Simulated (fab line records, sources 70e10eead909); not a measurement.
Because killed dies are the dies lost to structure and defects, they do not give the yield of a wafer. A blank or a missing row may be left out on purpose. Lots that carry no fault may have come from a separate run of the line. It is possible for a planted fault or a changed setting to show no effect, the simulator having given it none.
Chamber matching -- flow nand_harc -- NHARC_A_WL_FILL_ALD_02 on ald_metal-03 has 4 sister chambers
The step deposits TiN, target thk 2 nm, pulse time 3 s, ald cycles 100. 14 wafers are shown with their chamber, then 7 later ones without.

== WAFERS, EACH WITH ITS CHAMBER ==
wafer,chamber,heater_power_w (W),precursor_pulse_height_rel
L077.3,2,991,0.997
L077.4,1,1106,1.023
L077.6,3,987,0.985
L081.2,3,972,1.024
L081.3,1,1101,1.007
L081.4,2,1005,0.996
L084.2,0,991,0.987
L084.3,1,1097,1.035
L084.5,2,976,0.991
L085.1,3,974,1.008
L085.3,1,1106,1.001
L085.4,0,1041,0.977
L089.2,1,1086,0.997
L089.5,3,981,0.950

SIGNATURES, as means of the wafers listed above
reading,chamber 0,chamber 1,chamber 2,chamber 3,scatter within a chamber
heater_power_w,1016.00,1099.20,990.67,978.50,14.4
precursor_pulse_height_rel,0.98200,1.01260,0.99467,0.99175,0.0205
Rule: distance of a wafer from a chamber = root of the sum over the readings of ((wafer's reading minus chamber's mean) / reading's scatter) squared. If the next closest chamber is less than 2 further off than the closest, the wafer can't be placed; otherwise it belongs to the closest. The scatter: take each reading less its chamber's mean, square it, sum over the shown wafers, divide by the number of wafers less the number of chambers, and take the root.

== WAFERS WITHOUT THEIR CHAMBER ==
wafer,heater_power_w (W),precursor_pulse_height_rel
L089.6,999,0.999
L092.2,1004,0.998
L092.4,991,1.002
L092.5,980,1.015
L094.1,981,0.980
L094.4,1004,0.993
L094.5,996,0.997

== THE CHAMBER EACH PASSED THROUGH ==
wafer,from the rows above,in truth
L089.6,can't be placed: 2 or 0 or 3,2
L092.2,can't be placed: 2 or 0 or 3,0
L092.4,can't be placed: 2 or 3 or 0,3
L092.5,can't be placed: 3 or 2 or 0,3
L094.1,can't be placed: 3 or 2 or 0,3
L094.4,can't be placed: 2 or 0 or 3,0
L094.5,can't be placed: 2 or 3 or 0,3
Correctly placed: 0 of 7. Not placeable from these rows: 7 (in 7, the candidates include the true chamber). 0 placed wrongly.
